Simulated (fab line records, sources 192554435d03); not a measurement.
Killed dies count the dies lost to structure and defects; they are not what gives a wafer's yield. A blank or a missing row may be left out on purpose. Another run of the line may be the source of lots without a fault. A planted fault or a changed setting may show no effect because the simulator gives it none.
Chamber matching + flow n5Finfet + N5_BEOL_M4_DESCUM_16 on rieDiel-01 has 4 sister chambers
The step chemistry O2, time 7 s. 8 wafers are shown with their chamber, then 9 later ones without.

== EACH WAFER AND ITS CHAMBER ==
| wafer  | chamber | showerheadPlenumPTorr (Torr) | throttleValvePct (%) |
|--------|---------|------------------------------|----------------------|
| L088.1 | 2       | 2.01                         | 20.89                |
| L088.2 | 1       | 2.17                         | 20.47                |
| L087.1 | 2       | 2.01                         | 20.89                |
| L087.5 | 0       | 2.09                         | 20.42                |
| L087.6 | 3       | 2.13                         | 20.25                |
| L091.1 | 3       | 2.13                         | 20.28                |
| L091.2 | 0       | 2.08                         | 20.45                |
| L091.4 | 1       | 2.16                         | 20.47                |

== WAFERS WITH NO CHAMBER GIVEN ==
| wafer  | showerheadPlenumPTorr (Torr) | throttleValvePct (%) |
|--------|------------------------------|----------------------|
| L095.1 | 2.16                         | 20.49                |
| L095.3 | 2.08                         | 20.46                |
| L095.6 | 2.01                         | 20.93                |
| L094.2 | 2.16                         | 20.50                |
| L094.4 | 2.01                         | 20.93                |
| L094.5 | 2.16                         | 20.49                |
| L097.1 | 2.12                         | 20.29                |
| L097.4 | 2.16                         | 20.50                |
| L097.6 | 2.01                         | 20.93                |

== CHAMBER TAKEN BY EACH ==
| wafer  | from the rows above | in truth |
|--------|---------------------|----------|
| L095.1 | 1                   | 1        |
| L095.3 | 0                   | 0        |
| L095.6 | 2                   | 2        |
| L094.2 | 1                   | 1        |
| L094.4 | 2                   | 2        |
| L094.5 | 1                   | 1        |
| L097.1 | 3                   | 3        |
| L097.4 | 1                   | 1        |
| L097.6 | 2                   | 2        |
Correct placement for 9 of the 9. Number that these rows cannot place: 0. Placed wrongly: 0.
How it was worked out, from the rows above alone: a wafer's distance from a chamber is the root of the sum, over the readings, of the square of ((its reading less the chamber's mean) divided by the reading's scatter). The wafer belongs to the nearest chamber; if the next one is less than 2 further off, it can't be placed. A chamber's mean is the mean of its shown wafers. The scatter: take each reading less its chamber's mean, square it, sum over the shown wafers, divide by the number of wafers less the number of chambers, and take the root.
